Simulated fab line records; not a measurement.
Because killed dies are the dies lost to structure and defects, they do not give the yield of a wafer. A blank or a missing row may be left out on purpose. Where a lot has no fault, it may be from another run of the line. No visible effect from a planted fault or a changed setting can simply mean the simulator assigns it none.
A lot that was struck, set against a sound lot    flow nand harc    14 out of 1302 route steps
Sound: these wafers, L315.1, L315.3, L315.5. The struck wafers were L310.1, L310.3, L310.6. At the end, the cause is stated.
Per side, at each step with rows, come the tool, then ch with its chambers, and then its first start. Under that, the readings that differ: sound wafers    struck wafers    difference of the means    sigmas: that difference in standard deviations of wafers without a fault.
alike: readings whose means differ by less than 2 such deviations, and words and numbers that are the same on both sides. not compared: withheld readings, readings that some wafer has no value for, bounds like >300 that may hide the same value, and numbers for which the record gives no deviation and whose values overlap.
The two part at a step that has a row with sigmas, a row that says differs or no value, or rows on one side only. Non-overlapping numbers with no deviation appear without sigmas and do not part them. Lack of a reading on every wafer of one side parts them only where that side has two or more wafers.

NHARC_A_M0_INSPECT_27:
  sound: defect inspect-02 at day 31 05:10; struck: defect inspect-01 at day 28 16:14
  alike: raw defect count
NHARC_A_M0_PRE_CLEAN_31: time 12 s.
  sound on pecvd-04 ch 0,2, day 31 05:14; struck on pecvd-04 ch 0,1,2, day 28 16:19
  alike: heater power w, susceptor temp C
NHARC_A_M0_DEP_32: deposits SiCN, target thk 30 nm.
  sound on pecvd-04 ch 0,2, day 31 05:21; struck on pecvd-04 ch 0,1,2, day 28 16:26
  alike: heater power w, susceptor temp C
then, 9 steps without rows for these wafers: NHARC_A_M1_DEP_00 (deposits SiOC, target thk 182.5 nm); NHARC_A_M1_DEHYDRATE_01 (time 120 s); NHARC_A_M1_HMDS_02 (time 30 s); NHARC_A_M1_COAT_34 (time 65 s); NHARC_A_M1_COAT_03 (resist thk 90 nm); NHARC_A_M1_SOFTBAKE_04 (time 55 s); NHARC_A_M1_EBR_05; NHARC_A_M1_EXPOSE_06 (exposes mask A M1, target cd 120 nm); NHARC_A_M1_PEB_07 (peb time 65 s).
NHARC_A_M1_DEVELOP_08: develop time 35 s.
  struck on litho track-06, day 28 17:00; sound on litho track-04 ch 0, day 31 06:00
  no value came back on the struck wafers for chill plate temp C (C), develop time s (s), resist line temp C (C); on the sound wafers chill plate temp C (C) reads 22.93 23.05 22.92
NHARC_A_M1_CD_MEAS_09: the cd target is 120 nm.
  sound on cd sem-03 ch 0, day 31 06:35; struck on cd sem-02 ch 0, day 28 17:38
reading     sound              struck  difference                     sigmas
cd nm (nm)  120.4 119.9 119.8  - - -   no value on the struck wafers  

== WHERE THEY PART ==
Earliest at NHARC_A_M1_DEVELOP_08; latest, in this record, at NHARC_A_M1_CD_MEAS_09.

WHY: the cause the simulator had injected
Step skipped in full: litho track-06, at NHARC_A_M1_DEVELOP_08, from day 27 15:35 onward. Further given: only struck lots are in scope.
